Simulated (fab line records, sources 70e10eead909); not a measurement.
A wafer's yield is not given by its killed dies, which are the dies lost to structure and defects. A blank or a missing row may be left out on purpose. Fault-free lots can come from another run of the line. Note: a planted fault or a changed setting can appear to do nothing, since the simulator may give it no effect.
fab line records	flow nand_harc
record: lots: 24	wafers: 72	last_day: 33
route steps=1302 shown A_CONTACT@1046
lots untouched by any fault: they come from a run of this same line in which no faults occurred
start_h: start of the lot's first displayed wafer, in hours after the record's first day	wait_h: time in hours since the lot's previous step	" identical to the entry in the row above	L1.1+2: one row covering several wafers at once	- either no value or no given start	* or withheld: withheld	< > ~ a bound
route shown NAME@n: names a module that has steps shown in the file, with the first one's number in the route	usual: the fault-free wafers' mean and standard deviation	same: alike in all rows	chamber/n: place in a boat	sites: each site's reading	_std_site: standard deviation of those values	_edge_site: mean of outer sites minus mean of inner sites	radius_mm: for every site, how far away it sits from the centre of the wafer	mask NAME#n: copy n	behind: the most recent tool/chamber to have shaped the wafer	hold: the reason the lot was held/the length of the hold in hours/how it ended	device: transistor that didn't switch, given as n, p or np	end of line: the same wafers' tests at the end of the route	a step given without rows: its recipe and nothing more	killed: at the first sort, the dies lost to defects and structure; wafer yield is something else	map: a wafer's dies, marking killed ones x, the rest . and places with no die _
set.NAME: setting as actually run; set.NAME@STEP: the setting as run at that earlier step	model.NAME: the simulator's own value behind a step, which no gauge read
steps of the route over a sample of lots; a table a step, a row a wafer
services: from which hour (start_h, from the record's first day; less than 0 if before it) a tool's chamber was out of use, for how many hours, and why
== steps ==
step: NHARC_A_CONTACT_ETCH_78
recipe: target_depth_a: 53000	over_etch_frac: 0.3	time_s: 1378	ion_energy_ev: 150	o2_flow_sccm: 400	cos_flow_sccm: 20	ar_flow_sccm: 0	rf_w: 500	bias_w: 300	chemistry: O2/COS
usual: bias_w: 300.0/0.88	drypump_motor_current_A: 5.69/0.3	oes_product_au: 0.999/0.015	rf_vpp_V: 314.7/2.6	showerhead_plenum_p_Torr: 3.15/0.18	throttle_valve_pct: 28.329/0.0091
lot.wafer	tool	chamber	start_h	wait_h	bias_w	drypump_motor_current_A	oes_product_au	rf_hours_counter_h	rf_vpp_V	showerhead_plenum_p_Torr	throttle_valve_pct
L074.1	rie_diel-12	3	-	-	300.4	5.44	1.012	8	315.9	3.27	28.338
L074.5	"	0	"	"	299.8	5.57	1.012	-	319.0	3.37	28.329
L074.6	"	1	"	"	299.7	6.06	0.992	-	312.4	2.90	28.320
L075.2	rie_diel-10	2	-	-	299.5	5.55	1.014	26	311.3	2.90	28.329
L075.1	"	1	"	"	300.4	5.19	0.998	25	315.9	3.21	28.328
L075.5	"	2	"	"	300.6	5.54	1.014	-	310.7	2.90	28.339
L076.1	rie_diel-12	0	-	-	301.3	5.55	1.012	10	317.7	3.37	28.322
L076.3	"	3	"	"	299.5	5.47	1.015	14	316.9	3.26	28.332
L076.5	"	0	"	"	300.8	5.56	1.002	-	317.8	3.37	28.331
L078.1	rie_diel-12	2	-	-	300.0	5.94	0.981	13	310.6	2.91	28.327
L078.2	"	0	"	"	302.3	5.56	1.012	12	317.0	3.37	28.316
L078.4	"	1	"	"	299.9	6.08	1.004	14	311.6	2.90	28.332
L077.1	rie_diel-12	3	-	-	300.6	5.47	1.024	18	315.6	3.26	28.325
L077.2	"	2	"	"	301.3	5.91	0.987	16	310.8	2.91	28.325
L077.6	"	3	"	"	299.6	5.44	1.029	-	315.0	3.26	28.342
L080.4	rie_diel-12	0	-	-	299.7	5.54	1.004	17	319.0	3.36	28.329
L080.2	"	2	"	"	301.5	5.88	0.974	19	311.9	2.91	28.334
L080.5	"	1	"	"	299.6	6.06	1.002	-	311.7	2.90	28.328
L079.3	rie_diel-05	1	-	-	300.6	5.14	0.992	44	313.3	3.01	28.339
L079.4	"	2	"	"	300.0	5.53	1.014	47	311.7	3.04	28.333
L079.2	"	3	"	"	300.2	5.66	0.981	48	317.3	3.32	28.327
L081.3	rie_diel-05	2	-	-	298.4	5.59	1.023	48	315.1	3.04	28.331
L081.4	"	0	"	"	300.6	5.77	1.011	47	314.1	3.15	28.321
L081.6	"	1	"	"	298.8	5.15	1.001	-	313.6	3.01	28.309
L082.2	rie_diel-05	0	-	-	299.7	5.76	1.011	50	314.5	3.15	28.326
L082.5	"	3	"	"	298.8	5.67	0.972	-	316.3	3.32	28.325
L082.6	"	0	"	"	300.1	5.76	1.011	-	314.7	3.15	28.322
L084.4	rie_diel-12	3	-	-	299.6	5.43	1.027	27	315.5	3.26	28.341
L084.1	"	0	"	"	299.8	5.56	1.012	24	317.4	3.36	28.327
L084.6	"	2	"	"	300.4	5.93	0.984	-	310.7	2.90	28.324
L083.1	rie_diel-05	0	-	-	300.1	5.75	1.011	3	314.8	3.14	28.318
L083.5	"	2	"	"	300.5	5.56	1.018	-	312.8	3.03	28.334
L083.6	"	3	"	"	300.7	5.68	0.982	-	316.8	3.31	28.327
L086.1	rie_diel-10	0	-	-	299.5	6.14	0.971	0	318.9	3.37	28.347
L086.3	"	2	"	"	299.6	5.56	1.006	0	317.2	3.37	28.326
L086.2	"	3	"	"	299.1	6.10	0.999	0	312.9	3.08	28.328
L085.3	rie_diel-05	3	-	-	299.0	5.68	0.974	6	315.9	3.31	28.344
L085.2	"	0	"	"	299.6	5.76	1.003	5	315.9	3.14	28.330
L085.5	"	3	"	"	300.9	5.69	0.977	-	318.0	3.31	28.335
L088.1	rie_diel-10	3	-	-	298.3	6.08	0.986	11	314.0	3.08	28.329
L088.3	"	1	"	"	299.0	5.19	0.998	15	315.9	3.19	28.326
L088.6	"	1	"	"	300.5	5.20	0.998	-	315.1	3.19	28.332
L089.4	rie_diel-05	1	-	-	297.9	5.13	0.989	14	311.8	3.01	28.343
L089.1	"	2	"	"	301.1	5.54	1.013	14	313.7	3.03	28.325
L089.6	"	3	"	"	300.0	5.69	0.979	-	316.4	3.30	28.329
L087.3	rie_diel-05	2	-	-	298.4	5.52	1.021	16	313.7	3.03	28.336
L087.4	"	3	"	"	301.0	5.68	0.992	20	316.8	3.30	28.326
L087.6	"	1	"	"	300.0	5.13	0.980	-	313.3	3.01	28.320
L090.1	rie_diel-12	2	-	-	299.7	5.94	0.994	1	310.6	2.90	28.333
L090.3	"	0	"	"	298.7	5.56	0.992	3	318.0	3.36	28.330
L090.6	"	2	"	"	300.3	5.95	0.979	-	310.4	2.90	28.338
L091.1	rie_diel-10	3	-	-	300.7	6.14	0.989	21	315.2	3.07	28.324
L091.6	"	1	"	"	301.2	5.20	1.003	-	315.1	3.19	28.339
L091.5	"	2	"	"	298.9	5.53	1.004	-	315.7	3.36	28.325
L093.2	rie_diel-12	1	-	-	300.4	6.05	0.989	10	317.1	3.37	28.331
L093.3	"	0	"	"	300.9	5.55	1.008	8	317.1	3.35	28.336
L093.6	"	2	"	"	302.2	5.92	0.998	-	311.2	2.90	28.332
L092.1	rie_diel-05	0	-	-	298.9	5.78	1.004	32	314.8	3.13	28.313
L092.3	"	1	"	"	299.7	5.14	0.993	31	313.1	3.00	28.343
L092.4	"	2	"	"	300.5	5.54	1.025	30	311.1	3.02	28.331
L094.3	rie_diel-10	3	-	-	299.2	6.12	0.993	38	314.8	3.06	28.330
L094.4	"	0	"	"	299.8	6.17	0.981	-	317.3	3.35	28.330
L094.6	"	2	"	"	299.4	5.52	0.997	-	317.5	3.35	28.333
L095.2	rie_diel-12	0	-	-	300.0	5.56	0.995	10	316.6	3.35	28.336
L095.3	"	2	"	"	298.7	5.90	0.999	10	311.4	2.90	28.337
L095.6	"	1	"	"	299.8	6.08	0.995	-	315.7	3.37	28.342
L096.4	rie_diel-12	3	-	-	300.5	5.48	1.014	12	315.3	3.25	28.325
L096.3	"	0	"	"	299.9	5.56	1.002	13	317.4	3.35	28.322
L096.6	"	1	"	"	299.3	6.06	0.993	-	317.2	3.37	28.325
L097.3	rie_diel-12	1	-	-	299.3	6.05	0.981	16	320.0	3.36	28.346
L097.1	"	2	"	"	299.4	5.90	0.996	14	310.9	2.89	28.321
L097.6	"	1	"	"	299.5	6.07	0.979	-	317.8	3.36	28.320
step: NHARC_A_CONTACT_ETCH_125
recipe: source_w: withheld	pressure_mtorr: 20	bias_v: 3000	time_s: 197	target_depth_a: 19180	ar_flow_sccm: withheld	c4f8_flow_sccm: withheld	o2_flow_sccm: withheld	chemistry: C4F8/O2/Ar
lot.wafer	tool	chamber	start_h	wait_h	rf_hours_counter_h
L074.1	har_cap_etch-03	1	493.48	0.2	36
L074.6	"	0	"	"	-
L074.5	"	1	"	"	-
L075.1	har_cap_etch-03	0	512.87	0.2	43
L075.2	"	1	"	"	43
L075.5	"	0	"	"	-
L076.1	har_cap_etch-01	0	518.01	0.2	0
L076.3	"	1	"	"	-
L076.5	"	0	"	"	-
L078.2	har_cap_etch-02	1	524.36	0.2	93
L078.1	"	0	"	"	93
L078.4	"	0	"	"	-
L077.2	har_cap_etch-01	0	542.48	0.2	3
L077.1	"	1	"	"	3
L077.6	"	1	"	"	-
L080.2	har_cap_etch-02	1	557.27	0.2	98
L080.4	"	1	"	"	-
L080.5	"	1	"	"	-
L079.2	har_cap_etch-01	1	568.18	0.2	10
L079.4	"	1	"	"	-
L079.3	"	0	"	"	-
L081.3	har_cap_etch-02	0	571.42	0.2	-
L081.4	"	1	"	"	-
L081.6	"	1	"	"	-
L082.2	har_cap_etch-03	1	581.72	0.2	52
L082.6	"	0	"	"	-
L082.5	"	1	"	"	-
L084.1	har_cap_etch-01	1	595.11	0.2	15
L084.4	"	0	"	"	-
L084.6	"	0	"	"	-
L083.1	har_cap_etch-02	1	605.84	0.2	108
L083.5	"	1	"	"	-
L083.6	"	0	"	"	-
L086.2	har_cap_etch-03	0	609.76	0.2	59
L086.1	"	1	"	"	59
L086.3	"	1	"	"	-
L085.2	har_cap_etch-01	1	611.17	0.2	18
L085.3	"	1	"	"	-
L085.5	"	1	"	"	-
L088.1	har_cap_etch-02	1	637.37	0.2	113
L088.3	"	0	"	"	-
L088.6	"	1	"	"	-
L089.1	har_cap_etch-03	0	639.06	0.2	64
L089.4	"	0	"	"	-
L089.6	"	1	"	"	-
L087.3	har_cap_etch-03	0	644.90	0.2	-
L087.4	"	1	"	"	-
L087.6	"	1	"	"	-
L090.1	har_cap_etch-03	0	655.36	0.2	68
L090.3	"	1	"	"	-
L090.6	"	1	"	"	-
L091.1	har_cap_etch-01	1	655.85	0.2	27
L091.5	"	0	"	"	-
L091.6	"	1	"	"	-
L093.2	har_cap_etch-01	1	697.16	0.2	33
L093.3	"	0	"	"	-
L093.6	"	0	"	"	-
L092.1	har_cap_etch-03	0	697.79	0.2	73
L092.4	"	1	"	"	-
L092.3	"	0	"	"	-
L094.4	har_cap_etch-02	0	703.90	0.2	-
L094.3	"	1	"	"	-
L094.6	"	1	"	"	-
L095.2	har_cap_etch-03	1	713.05	0.2	76
L095.3	"	1	"	"	-
L095.6	"	1	"	"	-
L096.4	har_cap_etch-02	1	721.55	0.2	-
L096.3	"	0	"	"	-
L096.6	"	1	"	"	-
L097.1	har_cap_etch-01	0	731.65	0.2	43
L097.3	"	1	"	"	-
L097.6	"	0	"	"	-
step: NHARC_A_CONTACT_DEP_84
recipe: target_thk_a: 28000	temp_c: 400	material: aC
usual: throttle_valve_pct: 35.000/0.0091
lot.wafer	tool	chamber	start_h	wait_h	throttle_valve_pct
L074.1	acl_dep-02	0	500.02	-	35.009
L074.5	"	0	501.15	-	35.005
L074.6	"	0	"	"	35.019
L075.1	acl_dep-02	0	516.24	-	35.008
L075.2	"	0	"	"	35.007
L075.5	"	0	"	"	34.999
L076.1	acl_dep-03	0	521.67	-	34.998
L076.3	"	0	"	"	35.003
L076.5	"	0	"	"	35.000
L078.1	acl_dep-01	0	528.45	-	34.994
L078.2	"	0	"	"	35.003
L078.4	"	0	"	"	34.992
L077.1	acl_dep-02	0	546.19	-	34.994
L077.2	"	0	"	"	34.994
L077.6	"	0	547.63	-	35.011
L080.2	acl_dep-03	0	563.73	-	35.007
L080.4	"	0	"	"	35.013
L080.5	"	0	"	"	34.993
L079.2	acl_dep-02	0	571.84	-	34.996
L079.3	"	0	"	"	35.011
L079.4	"	0	"	"	34.999
L081.3	acl_dep-02	0	575.79	-	35.006
L081.4	"	0	"	"	35.002
L081.6	"	0	"	"	35.008
L082.2	acl_dep-01	0	587.22	-	35.015
L082.5	"	0	"	"	35.001
L082.6	"	0	"	"	35.003
L084.1	acl_dep-03	0	601.82	-	35.000
L084.4	"	0	"	"	35.010
L084.6	"	0	"	"	34.999
L083.1	acl_dep-01	0	609.22	-	35.004
L083.5	"	0	610.37	-	35.003
L083.6	"	0	"	"	34.996
L086.1	acl_dep-01	0	613.57	-	34.998
L086.2	"	0	"	"	34.999
L086.3	"	0	"	"	35.009
L085.2	acl_dep-03	0	614.86	-	35.001
L085.3	"	0	"	"	35.004
L085.5	"	0	"	"	34.993
L088.1	acl_dep-01	0	645.63	-	35.004
L088.3	"	0	"	"	35.018
L088.6	"	0	"	"	35.010
L089.1	acl_dep-01	0	647.36	-	35.009
L089.4	"	0	"	"	35.009
L089.6	"	0	"	"	35.011
L087.3	acl_dep-02	0	653.35	-	34.988
L087.4	"	0	"	"	35.013
L087.6	"	0	"	"	35.009
L090.1	acl_dep-01	0	658.76	-	35.003
L090.3	"	0	"	"	34.992
L090.6	"	0	"	"	35.011
L091.1	acl_dep-03	0	659.19	-	34.990
L091.5	"	0	660.34	-	34.990
L091.6	"	0	"	"	34.987
L093.2	acl_dep-03	0	701.80	-	34.990
L093.3	"	0	"	"	34.984
L093.6	"	0	"	"	35.001
L092.1	acl_dep-02	0	703.66	-	35.013
L092.3	"	0	"	"	35.003
L092.4	"	0	"	"	34.998
L094.3	acl_dep-01	0	710.93	-	34.993
L094.4	"	0	"	"	35.000
L094.6	"	0	"	"	35.009
L095.2	acl_dep-03	0	719.10	-	34.987
L095.3	"	0	"	"	34.993
L095.6	"	0	"	"	34.995
L096.3	acl_dep-02	0	726.56	-	34.991
L096.4	"	0	"	"	35.009
L096.6	"	0	"	"	34.999
L097.1	acl_dep-03	0	736.34	-	34.991
L097.3	"	0	"	"	34.993
L097.6	"	0	"	"	35.016
step: NHARC_A_CONTACT_DEP_85
recipe: target_thk_a: 600	target_thk_nm: 60	temp_c: 400	pressure_torr: 3.5	flow_sccm: 200	rf_w: 350	material: SiON
usual: heater_power_w: 721/89
lot.wafer	tool	chamber	start_h	wait_h	heater_power_w
L074.1	pecvd-03	0	501.77	1.5	737
L074.6	"	0	"	"	729
L074.5	"	1	"	"	650
L075.2	pecvd-01	0	517.99	1.2	590
L075.1	"	2	"	"	618
L075.5	"	1	"	"	749
L076.3	pecvd-01	1	523.39	0.9	711
L076.1	"	0	"	"	637
L076.5	"	0	"	"	648
L078.1	pecvd-02	1	530.20	1.5	798
L078.2	"	2	"	"	687
L078.4	"	1	"	"	796
L077.1	pecvd-01	0	547.94	1.5	634
L077.2	"	1	"	"	754
L077.6	"	1	"	"	749
L080.2	pecvd-02	1	565.20	1.2	794
L080.4	"	1	"	"	790
L080.5	"	0	"	"	664
L079.3	pecvd-03	1	573.31	0.9	613
L079.2	"	0	"	"	864
L079.4	"	0	"	"	865
L081.3	pecvd-03	2	577.00	0.9	823
L081.6	"	0	"	"	934
L081.4	"	2	"	"	825
L082.2	pecvd-03	1	588.66	1.2	654
L082.6	"	1	"	"	668
L082.5	"	2	"	"	825
L084.1	pecvd-03	2	603.63	1.5	774
L084.6	"	0	"	"	953
L084.4	"	2	"	"	797
L083.1	pecvd-02	0	611.03	1.5	679
L083.5	"	2	"	"	618
L083.6	"	0	"	"	671
L086.1	pecvd-03	1	615.29	1.4	635
L086.2	"	2	"	"	833
L086.3	"	2	"	"	839
L085.2	pecvd-01	2	616.34	1.2	669
L085.3	"	0	"	"	683
L085.5	"	1	"	"	732
L088.1	pecvd-01	0	647.41	1.5	633
L088.3	"	1	"	"	739
L088.6	"	2	"	"	660
L089.1	pecvd-03	0	649.12	1.5	899
L089.4	"	0	"	"	923
L089.6	"	1	"	"	652
L087.3	pecvd-03	2	654.55	0.9	795
L087.6	"	0	"	"	792
L087.4	"	1	"	"	619
L090.1	pecvd-01	1	660.79	1.7	772
L090.3	"	2	"	"	614
L090.6	"	2	"	"	622
L091.1	pecvd-02	2	661.01	1.5	582
L091.5	"	1	"	"	713
L091.6	"	2	"	"	588
L093.3	pecvd-03	1	703.30	0.9	580
L093.2	"	2	"	"	822
L093.6	"	1	"	"	606
L092.1	pecvd-01	0	705.46	1.5	702
L092.3	"	1	"	"	699
L092.4	"	0	"	"	683
L094.3	pecvd-01	0	712.15	0.9	661
L094.4	"	1	"	"	732
L094.6	"	2	"	"	739
L095.3	pecvd-01	0	720.61	0.9	625
L095.2	"	1	"	"	713
L095.6	"	1	"	"	724
L096.3	pecvd-02	2	727.79	0.9	706
L096.4	"	1	"	"	718
L096.6	"	2	"	"	716
L097.1	pecvd-02	1	738.13	1.5	782
L097.3	"	2	"	"	673
L097.6	"	1	"	"	777
step: NHARC_A_CONTACT_ETCH_92
recipe: target_depth_a: 400	over_etch_frac: 0.5	time_s: 85.7	ion_energy_ev: 120	ch3f_flow_sccm: 50	o2_flow_sccm: 30	ar_flow_sccm: 200	rf_w: 500	bias_w: 100	chemistry: CH3F/O2
usual: bias_w: 100.02/0.29	drypump_motor_current_A: 5.72/0.26	oes_product_au: 0.938/0.027	rf_vpp_V: 244.4/2.5	showerhead_plenum_p_Torr: 2.47/0.16	throttle_valve_pct: 20.663/0.0085
lot.wafer	tool	chamber	start_h	wait_h	bias_w	drypump_motor_current_A	oes_product_au	rf_hours_counter_h	rf_vpp_V	showerhead_plenum_p_Torr	throttle_valve_pct
L074.1	rie_diel-10	3	505.75	0.5	100.14	6.09	0.952	27	245.2	2.44	20.659
L074.6	"	3	"	"	99.96	6.10	0.952	-	244.4	2.44	20.660
L074.5	"	0	"	"	99.40	6.15	0.962	-	241.6	2.28	20.652
L075.2	rie_diel-12	0	521.88	0.5	100.01	5.55	0.928	12	248.7	2.66	20.664
L075.1	"	2	"	"	100.23	5.91	0.898	13	242.3	2.29	20.676
L075.5	"	0	"	"	100.59	5.54	0.933	-	247.5	2.66	20.670
L076.3	rie_diel-12	3	527.31	0.4	99.79	5.43	0.954	17	245.8	2.57	20.667
L076.1	"	0	"	"	100.27	5.55	0.936	13	245.3	2.66	20.670
L076.5	"	3	"	"	100.05	5.47	0.948	-	246.1	2.57	20.662
L078.2	rie_diel-12	2	534.09	0.5	99.76	5.89	0.927	15	242.3	2.29	20.656
L078.4	"	3	"	"	99.98	5.45	0.953	17	246.5	2.57	20.661
L078.1	"	0	"	"	100.29	5.55	0.945	14	247.1	2.65	20.657
L077.1	rie_diel-12	1	551.85	0.5	100.08	6.02	0.937	18	242.0	2.28	20.642
L077.2	"	2	"	"	100.02	5.90	0.920	19	241.5	2.29	20.666
L077.6	"	0	"	"	100.09	5.54	0.947	-	248.0	2.65	20.685
L080.4	rie_diel-10	2	569.18	0.4	99.65	5.53	0.929	46	241.5	2.27	20.654
L080.2	"	1	"	"	100.12	5.20	0.915	46	246.8	2.52	20.675
L080.5	"	2	"	"	99.63	5.56	0.936	-	241.0	2.27	20.648
L079.2	rie_diel-12	1	577.21	0.5	99.84	6.05	0.925	21	242.3	2.27	20.673
L079.4	"	2	"	"	100.24	5.88	0.903	22	241.7	2.28	20.661
L079.3	"	0	"	"	100.16	5.54	0.932	20	247.1	2.65	20.666
L081.4	rie_diel-12	3	580.94	0.4	100.36	5.44	0.958	23	245.2	2.57	20.665
L081.3	"	0	"	"	100.02	5.54	0.922	20	248.1	2.65	20.668
L081.6	"	3	"	"	100.19	5.46	0.951	-	243.3	2.57	20.665
L082.2	rie_diel-12	0	592.55	0.5	99.95	5.57	0.935	23	246.7	2.65	20.676
L082.5	"	3	"	"	100.40	5.42	0.951	-	246.4	2.57	20.648
L082.6	"	0	"	"	99.65	5.57	0.946	-	246.5	2.65	20.673
L084.1	rie_diel-12	2	607.36	0.5	100.07	5.88	0.924	28	241.6	2.28	20.663
L084.4	"	3	"	"	100.34	5.44	0.953	29	246.3	2.57	20.663
L084.6	"	0	"	"	99.95	5.58	0.942	-	247.2	2.65	20.664
L083.1	rie_diel-12	0	614.84	0.5	99.74	5.56	0.923	27	246.3	2.65	20.665
L083.5	"	0	"	"	99.89	5.55	0.920	-	246.5	2.65	20.642
L083.6	"	1	"	"	100.03	5.99	0.917	-	241.9	2.27	20.666
L086.3	rie_diel-12	1	619.14	0.4	99.95	6.06	0.932	29	241.8	2.27	20.653
L086.1	"	2	"	"	100.19	5.93	0.928	30	240.6	2.28	20.650
L086.2	"	3	"	"	99.59	5.43	0.951	31	244.7	2.57	20.660
L085.2	rie_diel-12	3	620.23	0.5	100.42	5.46	0.937	31	245.8	2.57	20.669
L085.3	"	1	"	"	99.75	6.07	0.924	30	242.2	2.27	20.665
L085.5	"	3	"	"	100.39	5.45	0.939	-	244.4	2.57	20.652
L088.3	rie_diel-12	3	651.26	0.4	99.95	5.42	0.950	3	246.4	2.57	20.648
L088.1	"	0	"	"	99.90	5.56	0.922	3	245.9	2.65	20.670
L088.6	"	0	"	"	99.85	5.55	0.917	-	247.4	2.65	20.669
L089.1	rie_diel-12	0	653.02	0.5	99.67	5.56	0.998	3	246.5	2.65	20.661
L089.4	"	1	"	"	99.53	6.03	0.970	3	245.2	2.66	20.660
L089.6	"	3	"	"	100.07	5.46	1.014	-	247.8	2.57	20.667
L087.3	rie_diel-12	2	658.86	0.4	100.22	5.92	0.900	3	242.7	2.28	20.667
L087.4	"	3	"	"	99.73	5.46	0.935	5	245.9	2.56	20.668
L087.6	"	1	"	"	100.02	6.03	0.907	-	247.4	2.66	20.642
L091.1	rie_diel-12	1	664.95	0.5	99.87	6.04	0.975	5	248.1	2.66	20.676
L091.6	"	2	"	"	99.93	5.94	0.980	-	240.8	2.28	20.654
L091.5	"	3	"	"	100.22	5.44	1.020	-	246.8	2.56	20.660
L090.3	rie_diel-12	2	665.27	0.5	99.78	5.89	0.905	3	241.3	2.28	20.663
L090.1	"	0	"	"	99.83	5.57	0.907	5	246.3	2.65	20.665
L090.6	"	2	"	"	99.68	5.88	0.902	-	240.3	2.28	20.661
L093.2	rie_diel-05	3	707.51	0.5	100.32	5.69	0.904	39	246.8	2.60	20.653
L093.3	"	2	"	"	100.20	5.54	0.940	36	242.6	2.37	20.664
L093.6	"	0	"	"	100.25	5.79	0.928	-	243.0	2.46	20.668
L092.3	rie_diel-12	2	709.55	0.4	100.11	5.88	0.920	9	241.6	2.28	20.660
L092.4	"	0	"	"	99.70	5.55	0.917	9	247.7	2.64	20.673
L092.1	"	1	"	"	99.87	6.00	0.908	11	246.1	2.66	20.656
L094.4	rie_diel-12	3	716.06	0.5	100.14	5.44	0.932	11	246.7	2.56	20.654
L094.3	"	0	"	"	100.43	5.56	0.912	11	247.9	2.64	20.656
L094.6	"	2	"	"	100.11	5.90	0.918	-	240.6	2.28	20.671
L095.2	rie_diel-12	1	724.46	0.5	99.72	6.05	0.980	14	248.3	2.66	20.677
L095.3	"	3	"	"	100.35	5.45	1.019	13	246.7	2.56	20.672
L095.6	"	0	"	"	99.61	5.55	0.992	-	247.3	2.64	20.662
L096.4	rie_diel-05	2	732.15	0.4	99.89	5.53	0.939	49	242.6	2.37	20.662
L096.3	"	1	"	"	99.77	5.11	0.917	51	242.3	2.35	20.665
L096.6	"	3	"	"	99.74	5.69	0.925	-	246.9	2.59	20.653
L097.3	rie_diel-12	3	741.99	0.4	100.10	5.42	0.940	16	245.2	2.56	20.655
L097.1	"	1	"	"	100.60	6.02	0.917	17	247.0	2.65	20.668
L097.6	"	3	"	"	100.56	5.42	0.948	-	243.7	2.56	20.663
step: NHARC_A_CONTACT_INSPECT_23
usual: raw_defect_count: 515/100
lot.wafer	tool	chamber	start_h	wait_h	raw_defect_count
L074.1	defect_inspect-02	-	508.41	0.1	594
L074.5	"	-	"	"	608
L074.6	"	-	"	"	746
L075.1	defect_inspect-01	-	524.52	0.1	523
L075.2	"	-	"	"	627
L075.5	"	-	"	"	582
L076.1	defect_inspect-02	-	530.43	0.1	543
L076.3	"	-	"	"	709
L076.5	"	-	"	"	752
L078.1	defect_inspect-01	-	536.72	0.1	551
L078.2	"	-	"	"	796
L078.4	"	-	"	"	474
L077.1	defect_inspect-01	-	554.92	0.1	542
L077.2	"	-	"	"	468
L077.6	"	-	"	"	532
L080.2	defect_inspect-02	-	571.83	0.1	433
L080.4	"	-	"	"	426
L080.5	"	-	"	"	399
L079.2	defect_inspect-01	-	579.85	0.1	467
L079.3	"	-	"	"	474
L079.4	"	-	"	"	409
L081.3	defect_inspect-02	-	583.74	0.1	496
L081.4	"	-	"	"	617
L081.6	"	-	"	"	404
L082.2	defect_inspect-01	-	595.18	0.1	565
L082.5	"	-	"	"	644
L082.6	"	-	"	"	623
L084.1	defect_inspect-01	-	609.98	0.1	552
L084.4	"	-	"	"	555
L084.6	"	-	"	"	614
L083.1	defect_inspect-02	-	617.49	0.1	470
L083.5	"	-	"	"	625
L083.6	"	-	"	"	474
L086.1	defect_inspect-02	-	621.77	0.1	418
L086.2	"	-	"	"	506
L086.3	"	-	"	"	592
L085.2	defect_inspect-02	-	622.89	0.1	436
L085.3	"	-	"	"	490
L085.5	"	-	"	"	486
L088.1	defect_inspect-01	-	653.94	0.1	492
L088.3	"	-	"	"	468
L088.6	"	-	"	"	543
L089.1	defect_inspect-02	-	655.65	0.1	567
L089.4	"	-	"	"	413
L089.6	"	-	"	"	548
L087.3	defect_inspect-01	-	661.52	0.1	377
L087.4	"	-	"	"	523
L087.6	"	-	"	"	434
L091.1	defect_inspect-02	-	667.62	0.1	598
L091.5	"	-	"	"	580
L091.6	"	-	"	"	468
L090.1	defect_inspect-01	-	667.96	0.1	365
L090.3	"	-	"	"	448
L090.6	"	-	"	"	483
L093.2	defect_inspect-02	-	710.19	0.1	460
L093.3	"	-	"	"	460
L093.6	"	-	"	"	454
L092.1	defect_inspect-01	-	712.29	0.1	518
L092.3	"	-	"	"	400
L092.4	"	-	"	"	324
L094.3	defect_inspect-02	-	718.77	0.1	370
L094.4	"	-	"	"	530
L094.6	"	-	"	"	646
L095.2	defect_inspect-02	-	727.09	0.1	404
L095.3	"	-	"	"	500
L095.6	"	-	"	"	488
L096.3	defect_inspect-02	-	734.81	0.1	431
L096.4	"	-	"	"	561
L096.6	"	-	"	"	566
L097.1	defect_inspect-01	-	744.63	0.1	422
L097.3	"	-	"	"	542
L097.6	"	-	"	"	450
== services ==
tool	chamber	start_h	hours	kind
rie_diel-12	2	471.53	4.4	repair
rie_diel-12	0	479.83	3.0	repair
acl_dep-03	-	481.41	13.0	pm
rie_diel-10	1	482.68	6.5	repair
pecvd-01	-	492.00	13.0	pm
har_cap_etch-01	-	497.00	17.0	pm
rie_diel-10	2	543.91	4.8	repair
pecvd-03	-	547.18	13.0	pm
acl_dep-01	-	549.46	13.0	pm
har_cap_etch-03	-	556.03	13.1	repair
rie_diel-05	-	561.39	0.7	repair
rie_diel-05	1	576.02	10.6	repair
rie_diel-05	-	587.51	9.0	pm
acl_dep-02	-	608.50	13.0	pm
pecvd-03	0	612.42	3.4	repair
rie_diel-12	-	622.40	9.0	pm
rie_diel-05	-	622.42	1.1	repair
rie_diel-12	2	632.62	14.1	repair
pecvd-01	-	649.01	1.3	repair
pecvd-01	0	658.12	9.8	repair
acl_dep-03	-	662.41	13.0	pm
pecvd-01	-	673.22	13.0	pm
pecvd-03	-	728.18	13.0	pm
acl_dep-01	-	730.96	13.0	pm
== key ==
fault none
